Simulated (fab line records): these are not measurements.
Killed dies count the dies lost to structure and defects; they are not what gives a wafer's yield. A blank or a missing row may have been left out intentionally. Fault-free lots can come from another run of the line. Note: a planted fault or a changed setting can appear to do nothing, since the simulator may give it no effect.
Chamber matching -- flow n5_finfet -- 4 sister chambers for N5_FIN_SAQP_HM_OPEN_73 on rie_diel-06
The step chemistry CHF3/O2, target SiO2, stops on a-Si, target depth 12 nm, time 16.8 s. 4 wafers are shown with their chamber, then 7 later ones without.

EACH WAFER AND ITS CHAMBER
wafer,chamber,showerhead_plenum_p_Torr (Torr)
L080.2,1,2.29
L087.6,2,2.48
L088.2,3,2.42
L088.3,0,2.31

WAFERS WITH NO CHAMBER GIVEN
wafer,showerhead_plenum_p_Torr (Torr)
L088.4,2.48
L089.2,2.28
L089.4,2.31
L089.6,2.30
L092.2,2.28
L092.3,2.48
L092.4,2.42

THE CHAMBER EACH PASSED THROUGH
wafer,from the rows above,in truth
L088.4,2,2
L089.2,1,1
L089.4,0,0
L089.6,can't be placed: 1 or 0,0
L092.2,1,1
L092.3,2,2
L092.4,3,3
Correctly placed: 6 of 7. Can't be placed from these rows: 1 (the true chamber is among the candidates in 1). 0 placed wrongly.
How it was worked out, from the rows above alone: a wafer's distance from a chamber is the root of the sum, over the readings, of the square of ((its reading less the chamber's mean) divided by the reading's scatter). The wafer belongs to the nearest chamber; if the next one is less than 2 further off, it can't be placed. For every chamber, the mean is computed from those of its wafers that are shown. The scatter: with one shown wafer a chamber, the root of the mean of the squares of how far each hidden wafer lies from its nearest shown one.
